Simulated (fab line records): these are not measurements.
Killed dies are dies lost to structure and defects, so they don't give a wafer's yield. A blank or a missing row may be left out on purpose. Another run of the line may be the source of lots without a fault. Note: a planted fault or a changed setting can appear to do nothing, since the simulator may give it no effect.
fab line records    flow n5_finfet
[record] lots = 12  wafers = 36  last_day = 17
route steps=1938 shown BEOL_M10@1529 BEOL_M11@1539
lots that met no fault: taken from a fault-free run of the same line
start_h: hours from the record's opening day to when the first of the lot's shown wafers began    wait_h: hours elapsed since this lot's preceding step    " the same as in the row above    L1.1+2: several wafers, shown together as one row    - value missing, or start not given    * or withheld: withheld    < > ~ a bound
route shown NAME@n: NAME is a module with steps in the file, n the number in the route of the first one    usual: average and standard deviation across the fault-free wafers    same: alike in all rows    chamber/n: place in a boat    sites: per-site readings    _std_site: standard deviation across them    _edge_site: the outer-site mean with the inner-site mean subtracted    radius_mm: how far each site lies from the wafer's centre    mask NAME#n: copy n    behind: the last tool/chamber to shape the wafer    hold: reason for holding the lot/hours on hold/outcome of the hold    device: the n, p or np transistor that did not switch    end of line: tests of these same wafers at the route's end    step lacking rows: just its recipe    killed: dies lost to structure and defects at the first sort, not the wafer's yield    map: a wafer's dies, x killed, . not, _ none there
set.NAME: the setting as run; set.NAME@STEP: as run at that earlier step    model.NAME: the simulator's own value behind a step, which no gauge read
the route's steps for a sample of lots (tables are steps, rows are wafers)
services: from which hour (start_h, from the record's first day; less than 0 if before it) a tool's chamber was out of use, for how many hours, and why
[[steps]]
[step N5_BEOL_M10_ANNEAL_51]
[recipe] temp_c = 225  time_s = 90  ambient = N2
[usual] wafer_temp_C_max = 226.12/0.26
lot.wafer  tool           chamber  start_h  wait_h  wafer_temp_C_max
L498.2     rtp_anneal-01  0        234.13   0.3     226.41
L498.3     "              0        "        "       226.08
L498.4     "              0        "        "       226.09
L497.1     rtp_anneal-01  0        236.78   0.1     225.60
L497.3     "              0        "        "       225.68
L497.5     "              0        "        "       225.77
L500.1     rtp_anneal-02  0        238.18   0.7     226.48
L500.2     "              0        "        "       226.19
L500.4     "              0        "        "       225.97
L501.2     rtp_anneal-01  0        248.58   0.1     226.50
L501.4     "              0        "        "       226.23
L501.5     "              0        "        "       225.98
L502.1     rtp_anneal-02  0        254.67   0.1     225.98
L502.5     "              0        "        "       226.11
L502.6     "              0        "        "       225.89
L503.1     rtp_anneal-02  0        265.35   0.4     226.33
L503.4     "              0        "        "       225.70
L503.6     "              0        "        "       226.48
L507.3     rtp_anneal-02  0        299.60   0.1     225.86
L507.4     "              0        "        "       226.37
L507.6     "              0        "        "       226.19
L512.1     rtp_anneal-02  0        335.59   0.1     226.32
L512.4     "              0        "        "       225.99
L512.5     "              0        "        "       226.19
L514.1     rtp_anneal-01  0        336.82   0.2     226.04
L514.3     "              0        "        "       226.06
L514.4     "              0        "        "       225.99
L513.1     rtp_anneal-02  0        340.53   0.1     226.07
L513.2     "              0        "        "       225.80
L513.5     "              0        "        "       226.42
L515.2     rtp_anneal-02  0        347.48   0.3     226.68
L515.3     "              0        "        "       225.81
L515.6     "              0        "        "       226.16
L517.1     rtp_anneal-01  0        351.97   0.3     226.18
L517.4     "              0        "        "       226.50
L517.5     "              0        "        "       225.80
[step N5_BEOL_M11_PECVD_70]
[recipe] material = SiO2  target_thk_a = 200  temp_c = 400  precursor = TEOS/O2  pressure_torr = 5.5  rf_w = 450  teos_flow_sccm = 53.8  gas = O2  flow_sccm = 3000  time_s = 22.7
[usual] heater_power_w = 712/63  showerhead_plenum_p_Torr = 8.766/0.021  throttle_valve_pct = 22.8/1.7
lot.wafer  tool      chamber  start_h  wait_h  heater_power_w  showerhead_plenum_p_Torr  since_wet_clean_h  throttle_valve_pct
L498.2     pecvd-01  1        235.67   0.0     777             8.744                     1665               24.5
L498.3     "         2        "        "       744             8.742                     186                20.5
L498.4     "         1        "        "       787             8.750                     -                  24.3
L497.1     pecvd-02  0        238.23   0.0     771             8.777                     1123               23.2
L497.3     "         1        "        "       724             8.819                     1848               23.3
L497.5     "         1        "        "       715             8.788                     -                  23.2
L500.1     pecvd-01  2        239.61   0.0     728             8.742                     189                19.9
L500.2     "         0        "        "       604             8.778                     943                22.5
L500.4     "         1        "        "       727             8.731                     -                  24.2
L501.2     pecvd-04  1        249.95   0.0     670             8.787                     1498               26.1
L501.4     "         2        "        "       752             8.766                     -                  20.5
L501.5     "         1        "        "       669             8.803                     -                  25.6
L502.1     pecvd-04  0        256.23   0.0     713             8.765                     779                22.4
L502.5     "         1        "        "       737             8.790                     -                  26.0
L502.6     "         0        "        "       705             8.765                     -                  22.5
L503.1     pecvd-01  2        266.79   0.0     670             8.762                     217                20.5
L503.4     "         1        "        "       819             8.782                     -                  24.6
L503.6     "         2        "        "       674             8.745                     -                  20.3
L507.3     pecvd-02  1        301.04   0.0     822             8.805                     1911               23.2
L507.4     "         0        "        "       700             8.761                     -                  23.2
L507.6     "         1        "        "       799             8.802                     -                  23.3
L512.1     pecvd-04  2        337.01   0.0     781             8.783                     106                20.4
L512.4     "         0        "        "       744             8.754                     -                  22.9
L512.5     "         1        "        "       758             8.770                     -                  25.9
L514.1     pecvd-01  2        338.24   0.0     731             8.742                     288                20.5
L514.3     "         1        "        "       741             8.740                     1767               24.6
L514.4     "         2        "        "       753             8.735                     -                  20.6
L513.1     pecvd-01  0        342.42   0.0     658             8.767                     1046               22.6
L513.2     "         2        "        "       742             8.739                     292                20.4
L513.5     "         0        "        "       666             8.757                     -                  22.4
L515.2     pecvd-02  1        348.85   0.0     761             8.811                     1959               23.1
L515.3     "         0        "        "       718             8.768                     1234               23.3
L515.6     "         2        "        "       648             8.752                     -                  22.0
L517.1     pecvd-02  0        353.41   0.0     667             8.766                     1239               23.5
L517.4     "         1        "        "       828             8.807                     -                  23.2
L517.5     "         2        "        "       570             8.744                     -                  22.0
[step N5_BEOL_M11_COAT_60]
[recipe] resist = SiARC  temp_c = 220  time_s = 60  spin_rpm = 1500  resist_thk_nm = 30
[usual] chill_plate_temp_C = 23.00/0.1  spin_speed_rpm = 1499.9/1.2
lot.wafer  tool            chamber  start_h  wait_h  chill_plate_temp_C  spin_speed_rpm
L498.2     litho_track-01  0        236.58   -       23.22               1499.5
L498.3     "               0        "        "       22.91               1501.7
L498.4     "               0        "        "       23.26               1499.1
L497.1     litho_track-01  0        239.83   -       23.03               1501.0
L497.3     "               0        "        "       23.01               1499.9
L497.5     "               0        "        "       22.94               1499.2
L500.1     litho_track-01  0        240.13   -       22.87               1500.1
L500.2     "               0        "        "       22.93               1500.7
L500.4     "               0        "        "       23.18               1501.6
L501.2     litho_track-02  0        251.12   -       22.91               1499.5
L501.4     "               0        "        "       22.97               1500.4
L501.5     "               0        "        "       22.81               1499.0
L502.1     litho_track-01  0        256.47   -       22.89               1499.5
L502.5     "               0        "        "       23.01               1498.6
L502.6     "               0        "        "       23.07               1497.6
L503.1     litho_track-05  0        267.94   -       23.01               1499.1
L503.4     "               0        "        "       23.08               1500.0
L503.6     "               0        "        "       22.95               1499.9
L507.3     litho_track-05  0        301.43   -       22.91               1499.3
L507.4     "               0        "        "       23.02               1499.9
L507.6     "               0        "        "       22.80               1500.2
L512.1     litho_track-02  0        337.36   -       22.96               1500.6
L512.4     "               0        "        "       22.92               1501.0
L512.5     "               0        "        "       22.97               1501.3
L514.1     litho_track-05  0        338.92   -       23.01               1443.6
L514.3     "               0        "        "       23.07               1444.1
L514.4     "               0        "        "       22.98               1443.0
L513.1     litho_track-05  0        343.22   -       22.98               1443.4
L513.2     "               0        "        "       22.96               1443.9
L513.5     "               0        "        "       22.79               1442.8
L515.2     litho_track-02  0        349.73   -       22.97               1499.9
L515.3     "               0        "        "       23.02               1497.3
L515.6     "               0        "        "       22.93               1500.8
L517.1     litho_track-01  0        354.08   -       22.96               1501.7
L517.4     "               0        "        "       22.95               1500.2
L517.5     "               0        "        "       22.92               1499.3
[step N5_BEOL_M11_INSPECT_13]
[recipe] mode = adi  inspect_instrument = brightfield
[usual] raw_defect_count = 370/85
lot.wafer  tool               chamber  start_h  wait_h  raw_defect_count
L498.2     defect_inspect-02  -        237.00   0.0     326
L498.3     "                  -        "        "       444
L498.4     "                  -        "        "       511
L497.1     defect_inspect-02  -        240.25   0.0     380
L497.3     "                  -        "        "       384
L497.5     "                  -        "        "       353
L500.1     defect_inspect-01  -        240.55   0.0     476
L500.2     "                  -        "        "       368
L500.4     "                  -        "        "       419
L501.2     defect_inspect-02  -        251.41   0.0     375
L501.4     "                  -        "        "       496
L501.5     "                  -        "        "       479
L502.1     defect_inspect-02  -        256.89   0.0     329
L502.5     "                  -        "        "       338
L502.6     "                  -        "        "       254
L503.1     defect_inspect-02  -        268.37   0.0     343
L503.4     "                  -        "        "       362
L503.6     "                  -        "        "       442
L507.3     defect_inspect-01  -        301.86   0.0     441
L507.4     "                  -        "        "       344
L507.6     "                  -        "        "       365
L512.1     defect_inspect-02  -        337.65   0.0     587
L512.4     "                  -        "        "       478
L512.5     "                  -        "        "       610
L514.1     defect_inspect-02  -        339.22   0.0     412
L514.3     "                  -        "        "       382
L514.4     "                  -        "        "       395
L513.1     defect_inspect-02  -        343.51   0.0     463
L513.2     "                  -        "        "       315
L513.5     "                  -        "        "       413
L515.2     defect_inspect-01  -        350.15   0.0     371
L515.3     "                  -        "        "       325
L515.6     "                  -        "        "       379
L517.1     defect_inspect-01  -        354.37   0.0     378
L517.4     "                  -        "        "       278
L517.5     "                  -        "        "       450
[[services]]
tool            chamber  start_h  hours  kind
pecvd-01        2        225.97   5.5    scheduled_down
pecvd-04        2        233.64   5.5    scheduled_down
pecvd-02        0        253.03   5.5    scheduled_down
pecvd-01        0        275.08   15.7   repair
pecvd-01        0        291.87   11.2   repair
pecvd-04        -        295.33   1.2    repair
litho_track-01  -        311.30   -      consumable_replace:filter
pecvd-01        -        348.09   1.2    repair
[[key]]
[first_sign] step = N5_BEOL_M11_COAT_60  reading = spin_speed_rpm  direction = down  sigmas = 49  usual = *  struck = *
effect none on later readings
met_at N5_BEOL_M11_COAT_60
struck_lots L513,L514
not_acting_at N5_BEOL_M10_ANNEAL_51,N5_BEOL_M11_PECVD_70,N5_BEOL_M11_INSPECT_13
onset_between 301.43 338.92
[fault] kind = process_parameter_drift  tool = litho_track-05  chamber = -  onset_h = 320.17  steps = N5_BEOL_M11_COAT_60  channel = spin_rpm  offset = *  shape = step  end_h = 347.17  acts_in = *  stated = *
